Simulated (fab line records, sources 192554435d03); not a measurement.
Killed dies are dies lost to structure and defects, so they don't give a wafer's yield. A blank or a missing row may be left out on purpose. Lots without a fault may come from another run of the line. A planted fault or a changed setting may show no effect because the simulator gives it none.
A struck lot beside a sound one | flow n5_finfet | 36 steps out of a route of 1938
Sound: wafers L652.1, L652.2, L652.6. Struck: wafers L643.1, L643.3, L643.5. The cause comes at the end.
At each step with rows: each side's tool, then ch and its chambers, then its first start. Under that, the readings that differ: sound wafers | struck wafers | difference of the means | sigmas: that difference in standard deviations of wafers without a fault.
alike: readings whose means differ by less than 2 such deviations, and words and numbers that are the same on both sides. not compared: withheld readings, readings that some wafer has no value for, bounds like >300 that may hide the same value, and numbers for which the record gives no deviation and whose values overlap.
The two part at a step that has a row with sigmas, a row that says differs or no value, or rows on one side only. Numbers that don't overlap but have no deviation are shown without sigmas and don't part them. A reading that every wafer of one side lacks parts them only if that side has two wafers or more.

first, 8 steps without rows for these wafers: N5_BEOL_M0_ECD_118 (material Cu, target thk 300 nm); N5_BEOL_M0_ANNEAL_119 (time 90 s); N5_BEOL_M0_CMP_120 (polishes, stops on SiOC, t overpolish 6.9 s); N5_BEOL_M0_PRE_CLEAN_131 (time 15 s); N5_BEOL_M0_CO_CAP_123 (material Co, precursor CCTBA/H2, target thk 2 nm, time 102.1 s); N5_BEOL_M0_PRE_CLEAN_124 (time 15 s); N5_BEOL_M0_DEP_125 (deposits SiCN from 3MS/NH3, target thk 8 nm, time 14 s); N5_BEOL_M1_ILD_DEP_00 (deposits SiOC from DEMS/O2, target thk 79 nm, time 15.3 s).
N5_BEOL_M1_PECVD_72: deposits SiO2 from TEOS/O2, target thk 16 nm, time 18 s.
  sound on pecvd-03 ch 0,1, day 12 03:46; struck on pecvd-02 ch 0,1,2, day 9 19:43
  no value came back on the struck wafers for any of 5 readings (chamber_pressure_Torr (Torr), heater_power_outer_w (W) and others); on the sound wafers chamber_pressure_Torr (Torr) reads 5.490 5.498 5.521
then, 25 steps without rows for these wafers: N5_BEOL_M1_HM_DEP_02 (deposits TiN, target thk 20 nm); N5_BEOL_M1_COAT_61 (time 60 s, resist thk 60 nm); N5_BEOL_M1_COAT_62 (time 60 s, resist thk 12 nm); N5_BEOL_M1_COAT_73 (time 60 s, resist thk 5 nm); N5_BEOL_M1_COAT_05 (resist thk 30 nm); N5_BEOL_M1_EBR_07; N5_BEOL_M1_SOFTBAKE_06 (time 60 s); N5_BEOL_M1_EXPOSE_08 (exposes mask M1); N5_BEOL_M1_PEB_09 (peb time 60 s); N5_BEOL_M1_DEVELOP_10 (develop time 30 s); N5_BEOL_M1_DESCUM_16 (chemistry O2, time 7 s); N5_BEOL_M1_ETCH_74 (etches underlayer in N2/H2, target depth 6.5 nm, time 5.2 s); N5_BEOL_M1_ETCH_63 (etches SiARC in CF4, target depth 15.6 nm, time 26 s); N5_BEOL_M1_ETCH_64 (etches SOC in N2/H2, target depth 75 nm, overetch 15 nm, time 112.5 s); N5_BEOL_M1_STRIP_65 (strips in N2/H2); N5_BEOL_M1_STRIP_75 (strips in N2/H2); N5_BEOL_M1_STRIP_66 (strips in CF4); N5_BEOL_M1_HM_OPEN_17 (chemistry Cl2/BCl3, target TiN, target depth 20 nm, overetch 6 nm); N5_BEOL_M1_STRIP_19 (strips in O2); N5_BEOL_M1_COAT_67 (time 60 s, resist thk 60 nm); N5_BEOL_M1_COAT_68 (time 60 s, resist thk 12 nm); N5_BEOL_M1_COAT_76 (time 60 s, resist thk 5 nm); N5_BEOL_M1_COAT_22 (resist thk 30 nm); N5_BEOL_M1_EBR_24; N5_BEOL_M1_SOFTBAKE_23 (time 60 s).
-- the record jumps here: 2 days lie between the struck wafers' starts before and after (it left off in module BEOL_M1 and takes up again in module BEOL_M4, whose first step shown is number 1111 of the route) --
N5_BEOL_M4_RC_MEAS_101:
  sound on prober-02 ch 0, day 15 04:38; struck on prober-02 ch 0, day 12 07:25
  reading                      | sound             | struck            | difference | sigmas
  CHAIN_V0 (ohm/link)          | 236 258 235       | 199 206 205       | -40        | -5
  CHAIN_V0_max_site (ohm/link) | 240 269 246       | 205 221 214       | -38        | -4
  VT_N (mV)                    | 255.7 256.2 249.5 | 248.0 248.3 249.3 | -5.3       | -2
  alike: DIBL_N, DIBL_P, IOFF_N, IOFF_P, ION_N, ION_P, SS_N, SS_P, VT_P
-- the record jumps here: 5 days lie between the struck wafers' starts before and after (it left off in module BEOL_M4 and takes up again in module PASSIVATION, whose first step shown is number 1936 of the route) --
N5_PASSIVATION_PROBE_49:
  the record has rows for the struck wafers here (prober-02, day 16 20:06) and none for the sound ones

WHERE THEY PART
First at N5_BEOL_M1_PECVD_72; last, within this record, at N5_PASSIVATION_PROBE_49.

WHY: what the simulator had put in
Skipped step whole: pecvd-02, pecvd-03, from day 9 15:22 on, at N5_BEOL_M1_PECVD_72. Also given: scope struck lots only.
